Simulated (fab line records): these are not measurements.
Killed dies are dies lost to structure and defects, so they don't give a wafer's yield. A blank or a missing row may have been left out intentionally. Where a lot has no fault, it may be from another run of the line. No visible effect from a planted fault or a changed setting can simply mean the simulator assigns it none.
Chamber matching	flow nand-harc	4 sister chambers for NHARC_A_CHANNEL_FILL_D1_CMP_10 on cmp-03
The step polishes, target thk 150 nm. 4 wafers are shown with their chamber, then 6 later ones without.

WAFERS PAIRED WITH THEIR CHAMBERS
wafer	chamber	motor-current-A (A)
L433.5	1	10.1
L448.1	0	12.7
L449.5	2	13.5
L449.6	3	11.6

WAFERS WITHOUT THEIR CHAMBER
wafer	motor-current-A (A)
L452.1	12.8
L452.5	9.7
L452.6	13.6
L453.1	11.9
L453.4	13.0
L453.5	13.9

EACH ONE'S CHAMBER
wafer	from the rows above	in truth
L452.1	0	0
L452.5	1	1
L452.6	2	2
L453.1	can't be placed: 3 or 0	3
L453.4	can't be placed: 0 or 2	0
L453.5	2	2
Placed correctly: 4 of 6. Unplaceable from these rows: 2, with the true chamber sitting among the candidates in 2. Number placed wrongly: 0.
How it was worked out, from the rows above alone: a wafer's distance from a chamber is the root of the sum, over the readings, of the square of ((its reading less the chamber's mean) divided by the reading's scatter). The wafer belongs to the nearest chamber; if the next one is less than 2 further off, it can't be placed. The mean given for a chamber averages the wafers shown for that chamber. The scatter: root of mean squared gap, hidden wafer to nearest shown wafer, with one shown wafer a chamber.
